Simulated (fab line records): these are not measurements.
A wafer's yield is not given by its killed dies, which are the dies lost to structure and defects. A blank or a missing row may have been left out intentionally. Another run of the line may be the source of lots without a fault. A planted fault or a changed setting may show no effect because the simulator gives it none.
Comparing a struck lot with a sound one    flow nand-harc    17 steps out of a route of 1302
Sound: wafers L989.1, L989.3, L989.4. Struck: wafers L985.4, L985.5. (L985.3 of the same lot was not struck and is left out.) The cause comes at the end.
Order at every step that has rows: each side's tool, ch and its chambers, its first start. Under that, the readings that differ: sound wafers    struck wafers    difference of the means    sigmas: that difference in standard deviations of wafers without a fault.
alike: readings with means less than 2 such deviations apart, plus words and numbers identical on both sides. not compared: withheld readings, readings lacking a value on some wafer, bounds such as >300 that could conceal the same value, and numbers that have no deviation in the record and whose values overlap.
A row with sigmas, a row that says differs or no value, or rows on one side alone: a step with any of these is where the two part. Numbers that don't overlap but have no deviation are shown without sigmas and don't part them. A reading that every wafer of one side lacks parts them only if that side has two wafers or more.

NHARC_A_M1_INSPECT_11:
  sound on defect-inspect-01, day 29 17:28; struck on defect-inspect-02, day 27 08:59
  alike: raw-defect-count
then, 3 steps without rows for these wafers: NHARC_A_M1_DESCUM_14 (chemistry O2, time 3 s); NHARC_A_M1_ETCH_35 (etches the open film in N2/H2, target depth 40 nm, overetch 12 nm, time 43.94 s); NHARC_A_M1_ETCH_15 (etches the open film in C4F8/Ar, target depth 182.5 nm, time 91.2 s).
NHARC_A_M1_CD_MEAS_16:
  sound on cd-sem-01, day 29 17:50; struck on cd-sem-02, day 27 09:21
  alike: cd-nm
NHARC_A_M1_STRIP_18: strips in N2/H2.
  sound on rie-diel-08 ch 0,2,3, day 29 17:56; struck on rie-diel-05 ch 1,3, day 27 09:26
  alike: drypump-motor-current-A, oes-product-au, rf-vpp-V, showerhead-plenum-p-Torr, throttle-valve-pct
  not compared: rf-hours-counter-h
then, 3 steps without rows for these wafers: NHARC_A_M1_ETCH_28 (etches the open film in CF4/N2, target depth 30 nm, time 72.99 s); NHARC_A_M1_STRIP_19 (strips in post etch residue remover, time 600 s); NHARC_A_M1_DEGAS_29 (time 60 s).
NHARC_A_M1_PRE_CLEAN_30: time 30 s.
  sound on pvd-sputter-02; struck on pvd-sputter-02
  alike: heater-power-w
NHARC_A_M1_PVD_20: deposits TaN, target thk 5 nm, time 8.06 s.
  sound on pvd-sputter-02; struck on pvd-sputter-02
  alike: throttle-valve-pct
NHARC_A_M1_PVD_21: deposits Cu, target thk 30 nm, time 20.49 s.
  sound on pvd-sputter-02; struck on pvd-sputter-02
  alike: throttle-valve-pct
NHARC_A_M1_ECD_22: material Cu, target thk 400 nm.
  sound on ecd-cu-02 ch 0,1, day 29 18:54; struck on ecd-cu-01 ch 0,1, day 27 10:31
NHARC_A_M1_ANNEAL_31: time 90 s.
  sound on rtp-anneal-02 ch 0, day 29 19:16; struck on rtp-anneal-02 ch 0, day 27 10:54
  alike: wafer_temp_C_max
NHARC_A_M1_CMP_23: polishes, t overpolish 20 s, target thk 154.34 nm.
  sound on cmp-03 ch 0,1,2, day 29 19:37; struck on cmp-03 ch 1, day 27 11:11
reading                 sound     struck  difference  sigmas
time-to-endpoint-s (s)  23 30 31  46 48   +19         +6
  alike: motor-current-A
NHARC_A_M1_THK_MEAS_24: measures by xrf.
  sound on film-metro-02, day 29 19:56; struck on film-metro-02, day 27 11:28
  alike: thk-nm
NHARC_END_SORT_01:
  the record has rows for the struck wafers here (prober-01 ch 0, day 28 20:53) and none for the sound ones

## WHERE THEY PART
Last at NHARC_END_SORT_01 as far as this record goes, first at NHARC_A_M1_CMP_23.

WHY: what had been put in by the simulator
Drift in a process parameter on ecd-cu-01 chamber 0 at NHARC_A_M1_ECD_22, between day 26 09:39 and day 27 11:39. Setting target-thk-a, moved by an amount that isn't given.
